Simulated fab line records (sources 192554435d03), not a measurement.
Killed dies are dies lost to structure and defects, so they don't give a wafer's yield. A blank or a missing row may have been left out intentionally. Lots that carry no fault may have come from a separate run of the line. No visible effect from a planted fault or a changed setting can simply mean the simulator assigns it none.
Check of tool commonality | flow n5 finfet | 27 wafers sampled across 9 lots

## REASON IT WAS OPENED
N5_BEOL_M4_RC_MEAS_101, reading IOFF_N: flagged on 2 of 9 lots. Fault-free wafers read 0.17 nA/um, with a standard deviation of 0.032.
Rule: a lot is flagged in two cases, either no wafer of it has a number, or all its wafers with numbers fall more than 4 standard deviations from that mean. As for the other lots, they are considered sound.

lot  | measured     | on        | IOFF_N (nA/um), wafer by wafer | flag
L345 | day 8 18:03  | prober-02 | 0.13 0.17 0.17                 |
L351 | day 9 20:14  | prober-01 | 0.18 0.16 0.23                 |
L352 | day 10 05:55 | prober-01 | 0.15 0.13 0.15                 |
L354 | day 10 15:55 | prober-01 | 1.11 1.39 1.27                 | FLAGGED
L355 | day 11 00:52 | prober-01 | 0.19 0.14 0.16                 |
L356 | day 11 09:40 | prober-02 | 0.63 3.75 1.90                 | FLAGGED
L357 | day 11 09:52 | prober-01 | 0.21 0.21 0.16                 |
L364 | day 13 05:11 | prober-02 | 0.14 0.10 0.14                 |
L366 | day 14 00:20 | prober-01 | 0.18 0.16 0.19                 |
On average the flagged lots' numbers are 1.68 nA/um, which is +1.51 nA/um against the usual, or +47 standard deviations.

## TOOL THAT RAN EACH LOT
The record holds 3 process steps before the reading, out of a route of 1938 steps. Every cell lists first the tool, next ch and the chambers used by the sampled wafers, and last the start.
lot  | flag    | N5_ZERO_LAYER_DESCUM_16           | N5_ZERO_LAYER_ETCH_17             | N5_WELL_APT_IMPLANT_32
L345 |         | rie diel-03 ch 1,2,3, day 2 01:06 | rie diel-03 ch 1,2,3, day 2 01:08 | implanter-01 ch 0, day 2 04:07
L351 |         | rie diel-06 ch 0,2, day 3 13:02   | rie diel-06 ch 0,2, day 3 13:04   | implanter-01 ch 0, day 3 16:52
L352 |         | rie diel-03 ch 1,3, day 3 18:43   | rie diel-03 ch 1,3, day 3 18:44   | implanter-02 ch 0, day 3 23:12
L354 | FLAGGED | rie diel-06 ch 0,1,3, day 4 06:49 | rie diel-06 ch 0,1,3, day 4 06:50 | implanter-02 ch 0, day 4 09:30
L355 |         | rie diel-01 ch 0,1,3, day 4 12:41 | rie diel-01 ch 0,1,3, day 4 12:43 | implanter-01 ch 0, day 4 15:18
L356 | FLAGGED | rie diel-01 ch 2,3, day 4 18:50   | rie diel-01 ch 2,3, day 4 18:52   | implanter-02 ch 0, day 4 21:45
L357 |         | rie diel-06 ch 0,1,2, day 5 00:50 | rie diel-06 ch 0,1,2, day 5 00:52 | implanter-01 ch 0, day 5 03:28
L364 |         | rie diel-01 ch 0,1, day 6 18:49   | rie diel-01 ch 0,1, day 6 18:50   | implanter-01 ch 0, day 6 21:28
L366 |         | rie diel-03 ch 0,1, day 7 06:41   | rie diel-03 ch 0,1, day 7 06:43   | implanter-02 ch 0, day 7 09:26
These steps, and what they do:
- N5_ZERO_LAYER_DESCUM_16: chemistry O2, time 7.9 s.
- N5_ZERO_LAYER_ETCH_17: etches SiO2 in CF4, target depth 12 nm, time 13.3 s.
- N5_WELL_APT_IMPLANT_32
- N5_BEOL_M4_RC_MEAS_101

## FLAGGED AGAINST TOTAL, ONE TOOL AT A TIME (gauges that did the reading follow at the end)
step                    | tool         | lots run | flagged | share of the flagged lots | sound lots run after its first flagged lot
N5_ZERO_LAYER_DESCUM_16 | rie diel-01  | 3        | 1       | some                      | 1 (L364)
N5_ZERO_LAYER_DESCUM_16 | rie diel-03  | 3        | 0       | none                      | -
N5_ZERO_LAYER_DESCUM_16 | rie diel-06  | 3        | 1       | some                      | 1 (L357)
N5_ZERO_LAYER_ETCH_17   | rie diel-01  | 3        | 1       | some                      | 1 (L364)
N5_ZERO_LAYER_ETCH_17   | rie diel-03  | 3        | 0       | none                      | -
N5_ZERO_LAYER_ETCH_17   | rie diel-06  | 3        | 1       | some                      | 1 (L357)
N5_WELL_APT_IMPLANT_32  | implanter-01 | 5        | 0       | none                      | -
N5_WELL_APT_IMPLANT_32  | implanter-02 | 4        | 2       | all                       | 1 (L366)
N5_BEOL_M4_RC_MEAS_101  | prober-01    | 6        | 1       | some                      | 3 (L355,L357,L366)
N5_BEOL_M4_RC_MEAS_101  | prober-02    | 3        | 1       | some                      | 1 (L364)

## WHAT IS ALLOWED BY THE TABLE
In the table, 1 row covers all flagged lots: implanter-02 at N5_WELL_APT_IMPLANT_32.
- implanter-02 at N5_WELL_APT_IMPLANT_32 ran 4 lots, 2 of them flagged. Sound lots followed the first flagged one (L366) on it, something a lasting fault affecting the whole tool could not allow. Its own readings lie more than 4 standard deviations out on every wafer of the flagged lots: dose ions cm2, faraday current uA.
There is no row in the table that ran each flagged lot and no sound lot after the first.

## WHAT WAS PUT IN BY THE SIMULATOR
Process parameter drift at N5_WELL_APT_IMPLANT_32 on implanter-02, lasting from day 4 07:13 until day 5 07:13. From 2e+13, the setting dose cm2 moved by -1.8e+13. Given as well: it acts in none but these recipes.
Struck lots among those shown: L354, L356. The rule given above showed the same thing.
